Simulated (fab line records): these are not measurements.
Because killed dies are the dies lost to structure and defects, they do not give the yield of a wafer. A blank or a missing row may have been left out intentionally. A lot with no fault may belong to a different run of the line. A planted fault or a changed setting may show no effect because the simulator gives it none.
Comparing a struck lot with a sound one + flow n5-finfet + 15 steps out of a route of 1938
Sound: wafers L348.1, L348.2, L348.3. Struck: wafer L364.3 (left out: L364.4, L364.5 of the same lot, which were not struck); the cause appears at the end.
At each step with rows: each side's tool, then ch and its chambers, then its first start. Under that, the readings that differ: sound wafers + struck wafers + difference of the means + sigmas: that difference in standard deviations of wafers without a fault.
alike: words and numbers the same on both sides, and readings whose means are apart by under 2 such deviations; not compared: readings that were withheld, readings missing a value for some wafer, numbers with overlapping values and no deviation given by the record, and bounds like >300 which may hide the same value.
The two part at a step that has a row with sigmas, a row that says differs or no value, or rows on one side only. Numbers that have no deviation but don't overlap get no sigmas and don't part them. A reading missing from all wafers of one side parts the sides only when that side holds two or more wafers.

first, 6 steps without rows for these wafers: N5_BEOL_M9_COAT_22 (resist thk 30 nm); N5_BEOL_M9_EBR_24; N5_BEOL_M9_SOFTBAKE_23 (time 60 s); N5_BEOL_M9_EXPOSE_25 (exposes mask V8); N5_BEOL_M9_PEB_26 (peb time 60 s); N5_BEOL_M9_DEVELOP_27 (develop time 30 s).
N5_BEOL_M9_CD_MEAS_28 targets a cd of 70 nm.
  sound on cd-sem-03 ch 0, day 14 21:09; struck on cd-sem-02 ch 0, day 19 03:29
  alike: cd-nm
N5_BEOL_M9_OVL_MEAS_29:
  sound on overlay-02 ch 0, day 14 21:11; struck on overlay-02 ch 0, day 19 03:32
  alike: V8_OVL
N5_BEOL_M9_INSPECT_30: inspects for defects (brightfield).
  sound on defect-inspect-01 at day 14 21:14; struck on defect-inspect-01 at day 19 03:35
  alike: raw-defect-count
N5_BEOL_M9_DESCUM_33: chemistry O2, time 7 s.
  sound on rie-diel-02 ch 0,2,3, day 14 21:16; struck on rie-diel-02 ch 0, day 19 03:55
  alike: drypump-motor-current-A, oes-product-au, rf-vpp-V, showerhead-plenum-p-Torr, throttle-valve-pct
  not compared: rf-hours-counter-h
N5_BEOL_M9_ETCH_76: etches underlayer in N2/H2, target depth 6.5 nm, time 5.2 s.
  sound on rie-diel-02 ch 0,2,3, day 14 21:18; struck on rie-diel-02 ch 0, day 19 03:57
| reading    | sound             | struck | difference | sigmas |
|------------|-------------------|--------|------------|--------|
| bias-w (W) | 150.6 149.2 149.0 | 150.5  | +0.9       | +2     |
  alike: drypump-motor-current-A, etch-rf-on-time-s, oes-product-au, rf-vpp-V, showerhead-plenum-p-Torr, throttle-valve-pct
  not compared: rf-hours-counter-h
N5_BEOL_M9_ETCH_65: etches SiARC in CF4, target depth 15.6 nm, time 26 s.
  sound on rie-diel-02 ch 0,2,3, day 14 21:19; struck on rie-diel-02 ch 0, day 19 03:58
  alike: bias-w, cf4-flow-sccm, drypump-motor-current-A, etch-rf-on-time-s, oes-product-au, rf-vpp-V, showerhead-plenum-p-Torr, throttle-valve-pct
  not compared: rf-hours-counter-h
N5_BEOL_M9_ETCH_66: etches SOC in N2/H2, target depth 80 nm, overetch 16 nm, time 120 s.
  sound on rie-diel-02 ch 0,2,3, day 14 21:21; struck on rie-diel-02 ch 0, day 19 04:00
| reading      | sound             | struck | difference | sigmas |
|--------------|-------------------|--------|------------|--------|
| bias-w (W)   | 150.1 149.4 149.6 | 137.6  | -12.1      | -27    |
| rf-vpp-V (V) | 525.5 522.1 528.0 | 497.1  | -28.1      | -10    |
  alike: drypump-motor-current-A, oes-product-au, showerhead-plenum-p-Torr, throttle-valve-pct
  not compared: rf-hours-counter-h, model.SiARC_of_BEOL_M9_COAT_64.thk-nm
then, 1 step without rows for these wafers: N5_BEOL_M9_STRIP_69 (strips in N2/H2).
N5_PASSIVATION_PROBE_49:
  sound wafers here have rows in the record (prober-02, day 18 02:41); struck ones have none

WHERE THEY PART
At N5_BEOL_M9_ETCH_76 first; at N5_PASSIVATION_PROBE_49 last (within this record only).

WHY: what the simulator had put in
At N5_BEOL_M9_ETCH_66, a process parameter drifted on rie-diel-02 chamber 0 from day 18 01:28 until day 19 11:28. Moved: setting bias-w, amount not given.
